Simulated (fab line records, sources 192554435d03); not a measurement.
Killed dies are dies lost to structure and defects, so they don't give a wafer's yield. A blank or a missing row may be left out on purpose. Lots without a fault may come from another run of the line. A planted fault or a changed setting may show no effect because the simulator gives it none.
Which tool did it? | flow n5_finfet | 10 lots, 30 wafers sampled, at 6 steps of a route of 1938

WHAT THE GAUGES READ, wafer by wafer
N5_FIN_SAQP_THK_MEAS_05. Usual: thk_nm 38.1 nm, standard deviation 0.48.
lot  | measured    | on            | thk_nm (nm)    | flag
L136 | day 2 03:05 | film_metro-01 | 37.4 38.0 38.3 |
L137 | day 2 08:47 | film_metro-02 | 37.8 37.7 38.0 |
L142 | day 3 15:15 | film_metro-01 | 37.0 37.9 37.8 |
L143 | day 3 21:55 | film_metro-02 | 38.4 38.5 38.6 |
L146 | day 4 16:10 | film_metro-01 | 38.3 38.8 39.0 |
L148 | day 5 04:48 | film_metro-02 | 37.9 38.5 39.0 |
L150 | day 5 15:13 | film_metro-02 | 38.0 37.8 38.9 |
L156 | day 7 03:05 | film_metro-01 | 37.0 38.0 38.1 |
L157 | day 7 08:41 | film_metro-02 | 37.9 37.6 38.7 |
L158 | day 7 15:10 | film_metro-02 | 38.3 38.3 38.3 |

N5_FIN_SAQP_THK_MEAS_07. Usual: thk_nm 60.1 nm, standard deviation 0.77.
lot  | measured    | on            | thk_nm (nm)    | flag
L136 | day 2 03:18 | film_metro-02 | 60.2 60.9 60.5 |
L137 | day 2 09:00 | film_metro-01 | 57.9 59.1 60.0 |
L142 | day 3 15:28 | film_metro-01 | 59.2 60.0 60.3 |
L143 | day 3 22:07 | film_metro-02 | 60.0 61.1 61.0 |
L146 | day 4 16:39 | film_metro-01 | 60.6 61.8 61.4 |
L148 | day 5 05:01 | film_metro-01 | 60.7 60.9 60.9 |
L150 | day 5 15:25 | film_metro-02 | 60.0 59.6 61.1 |
L156 | day 7 03:17 | film_metro-02 | 59.5 60.3 61.0 |
L157 | day 7 08:54 | film_metro-01 | 59.0 59.5 60.7 |
L158 | day 7 15:22 | film_metro-02 | 58.8 60.7 60.9 |

N5_FIN_SAQP_OVL_MEAS_17. Usual: FIN_CORE_OVL -0.7 nm, standard deviation 0.73.
lot  | measured    | on         | FIN_CORE_OVL (nm) | flag
L136 | day 2 03:49 | overlay-02 | -1.1 -1.0 -0.6    |
L137 | day 2 09:25 | overlay-01 | -0.8 -1.1 -1.1    |
L142 | day 3 15:52 | overlay-02 | -0.7 -0.7 0.2     |
L143 | day 3 22:40 | overlay-02 | -0.3 0.2 0.0      |
L146 | day 4 17:11 | overlay-01 | -1.2 -0.9 -1.5    |
L148 | day 5 05:32 | overlay-02 | -0.3 -0.9 0.0     |
L150 | day 5 15:56 | overlay-01 | -1.0 -1.7 0.2     |
L156 | day 7 03:49 | overlay-01 | 4.4 4.6 5.6       | OFF
L157 | day 7 09:18 | overlay-01 | 5.6 5.4 5.0       | OFF
L158 | day 7 15:54 | overlay-02 | 0.3 -0.4 -0.2     |

N5_BEOL_M4_RC_MEAS_101. Usual: DIBL_N 36.3 mV/V, standard deviation 1; DIBL_P 36.2 mV/V, standard deviation 1.4; IOFF_N 0.157 nA/um, standard deviation 0.021; IOFF_P 0.206 nA/um, standard deviation 0.025; ION_N 673 uA/um, standard deviation 9; ION_P 461 uA/um, standard deviation 6.4; SS_N 71.5 mV/dec, standard deviation 0.5; SS_P 73.2 mV/dec, standard deviation 0.47; VT_N 249.9 mV, standard deviation 2.4; VT_P -250.6 mV, standard deviation 2.9.
lot  | measured     | on        | DIBL_N (mV/V)  | DIBL_P (mV/V)  | IOFF_N (nA/um)    | IOFF_P (nA/um)    | ION_N (uA/um) | ION_P (uA/um) | SS_N (mV/dec)  | SS_P (mV/dec)  | VT_N (mV)         | VT_P (mV)            | flag
L136 | day 8 05:33  | prober-01 | 35.3 37.3 34.9 | 34.4 37.2 34.2 | 0.136 0.170 0.129 | 0.177 0.217 0.175 | 671 682 668   | 462 467 461   | 70.8 71.2 70.1 | 73.1 74.0 73.2 | 250.8 248.2 250.4 | -251.1 -250.9 -252.8 |
L137 | day 8 10:10  | prober-02 | 36.3 35.5 37.9 | 36.9 36.1 38.2 | 0.150 0.134 0.171 | 0.209 0.194 0.225 | 659 657 669   | 457 452 461   | 71.7 71.6 72.7 | 72.9 73.6 74.3 | 252.3 255.2 250.0 | -251.1 -251.2 -252.0 |
L142 | day 9 13:46  | prober-01 | 37.1 36.2 36.3 | 38.0 37.4 37.1 | 0.200 0.189 0.183 | 0.260 0.241 0.251 | 676 673 676   | 464 463 465   | 72.4 71.8 71.9 | 74.0 73.5 74.3 | 247.1 246.8 249.2 | -247.2 -248.0 -246.9 |
L143 | day 9 14:26  | prober-02 | 36.2 36.6 36.2 | 35.7 35.6 35.8 | 0.148 0.154 0.151 | 0.186 0.178 0.182 | 673 675 677   | 457 456 467   | 71.8 71.9 71.1 | 73.9 72.4 73.3 | 250.7 248.6 250.7 | -252.1 -251.9 -252.5 |
L146 | day 10 18:02 | prober-01 | 36.5 35.9 35.5 | 35.9 35.9 35.2 | 0.161 0.152 0.155 | 0.207 0.208 0.199 | 675 670 674   | 461 465 469   | 71.6 71.8 71.9 | 72.9 72.8 72.5 | 248.3 250.5 249.1 | -252.3 -248.5 -248.3 |
L148 | day 11 07:20 | prober-01 | 35.0 35.3 36.3 | 34.8 35.0 36.4 | 0.146 0.152 0.173 | 0.197 0.201 0.220 | 674 661 677   | 465 454 459   | 71.1 71.4 71.4 | 72.9 73.1 72.9 | 250.0 254.8 247.7 | -252.0 -248.4 -250.4 |
L150 | day 11 23:32 | prober-02 | 35.6 37.0 36.3 | 35.0 35.2 35.1 | 0.139 0.150 0.145 | 0.220 0.224 0.217 | 666 671 661   | 466 462 462   | 71.5 71.8 71.1 | 72.8 73.1 72.9 | 251.5 250.7 251.4 | -247.1 -247.0 -247.4 |
L156 | day 13 01:10 | prober-01 | 35.8 36.5 35.6 | 34.6 34.8 34.3 | 0.141 0.147 0.142 | 0.206 0.210 0.208 | 679 665 681   | 470 463 472   | 71.0 71.5 71.0 | 73.2 72.5 72.6 | 250.3 248.9 250.8 | -247.9 -246.2 -247.9 |
L157 | day 13 13:49 | prober-02 | 37.8 35.6 33.4 | 38.4 35.6 32.3 | 0.180 0.145 0.106 | 0.230 0.187 0.148 | 674 664 663   | 462 457 455   | 71.7 72.1 70.7 | 74.2 72.9 72.3 | 248.4 251.5 255.4 | -251.4 -251.2 -255.0 |
L158 | day 13 18:34 | prober-02 | 36.6 37.6 36.7 | 39.0 40.5 38.5 | 0.183 0.208 0.187 | 0.210 0.230 0.207 | 688 697 686   | 469 462 462   | 71.7 71.7 72.0 | 73.4 73.7 73.4 | 246.7 247.3 246.2 | -247.7 -248.8 -249.5 |

WHICH TOOL RAN EACH LOT (tool, then ch and the chambers of the sampled wafers, then the start)
lot  | N5_PMOS_HMC_CHANNEL_EPI_EPI_26 | N5_FIN_SAQP_EXPOSE_13
L136 | epi_rpcvd-03 ch 0, day 2 02:01 | arfi_scanner-03 ch 0, day 2 03:40
L137 | epi_rpcvd-04 ch 0, day 2 07:46 | arfi_scanner-03 ch 0, day 2 09:16
L142 | epi_rpcvd-01 ch 0, day 3 14:08 | arfi_scanner-02 ch 0, day 3 15:41
L143 | epi_rpcvd-03 ch 0, day 3 20:19 | arfi_scanner-01 ch 0, day 3 22:30
L146 | epi_rpcvd-03 ch 0, day 4 15:01 | arfi_scanner-02 ch 0, day 4 17:01
L148 | epi_rpcvd-03 ch 0, day 5 02:25 | arfi_scanner-03 ch 0, day 5 05:22
L150 | epi_rpcvd-04 ch 0, day 5 14:13 | arfi_scanner-01 ch 0, day 5 15:47
L156 | epi_rpcvd-01 ch 0, day 7 02:05 | arfi_scanner-03 ch 0, day 7 03:39
L157 | epi_rpcvd-03 ch 0, day 7 07:41 | arfi_scanner-03 ch 0, day 7 09:08
L158 | epi_rpcvd-04 ch 0, day 7 13:34 | arfi_scanner-02 ch 0, day 7 15:44
- N5_PMOS_HMC_CHANNEL_EPI_EPI_26: deposits Si from SiH4/H2, target thk 3.8 nm, time 22.7 s.
- N5_FIN_SAQP_EXPOSE_13: exposes mask FIN CORE, target cd 35.6 nm.

WHAT THE TOOLS THEMSELVES READ (means of the sampled wafers that have a number; where no wafer has one, the mark that the record gives instead)
N5_PMOS_HMC_CHANNEL_EPI_EPI_26. Usual: throttle_valve_pct 11.3 %, standard deviation 0.56.
lot  | tool         | throttle_valve_pct (%) | flag
L136 | epi_rpcvd-03 | 11.8                   |
L137 | epi_rpcvd-04 | 10.7                   |
L142 | epi_rpcvd-01 | 11.0                   |
L143 | epi_rpcvd-03 | 11.7                   |
L146 | epi_rpcvd-03 | 11.9                   |
L148 | epi_rpcvd-03 | 11.9                   |
L150 | epi_rpcvd-04 | 11.0                   |
L156 | epi_rpcvd-01 | 11.0                   |
L157 | epi_rpcvd-03 | 11.9                   |
L158 | epi_rpcvd-04 | 10.9                   |

THE ANSWER, worked out from the rows above alone
Rule: a lot is off if the mean of its wafers that have a number lies more than 3 standard deviations from the usual mean. A lot without any number at a reading at which 4 lots or more have one is off too. The other lots that the step has rows for count as sound. The gauges are gone through in route order, then the tools' own readings, and for those a lot's mean is taken as printed above. The first step at which some lot is off is used, and at that step the reading that is off furthest; a lot without a number counts as furthest.
Off: L156, L157, at N5_FIN_SAQP_OVL_MEAS_17 (FIN_CORE_OVL).
A tool fits if, at a process step before that reading, it ran every lot that is off, and no sound lot after the first of them. The gauges at N5_FIN_SAQP_OVL_MEAS_17 are tried like those tools. Can't be told from this: 2 tools fit, arfi_scanner-03 at N5_FIN_SAQP_EXPOSE_13, overlay-01 at N5_FIN_SAQP_OVL_MEAS_17.

WHAT THE SIMULATOR HAD PUT IN
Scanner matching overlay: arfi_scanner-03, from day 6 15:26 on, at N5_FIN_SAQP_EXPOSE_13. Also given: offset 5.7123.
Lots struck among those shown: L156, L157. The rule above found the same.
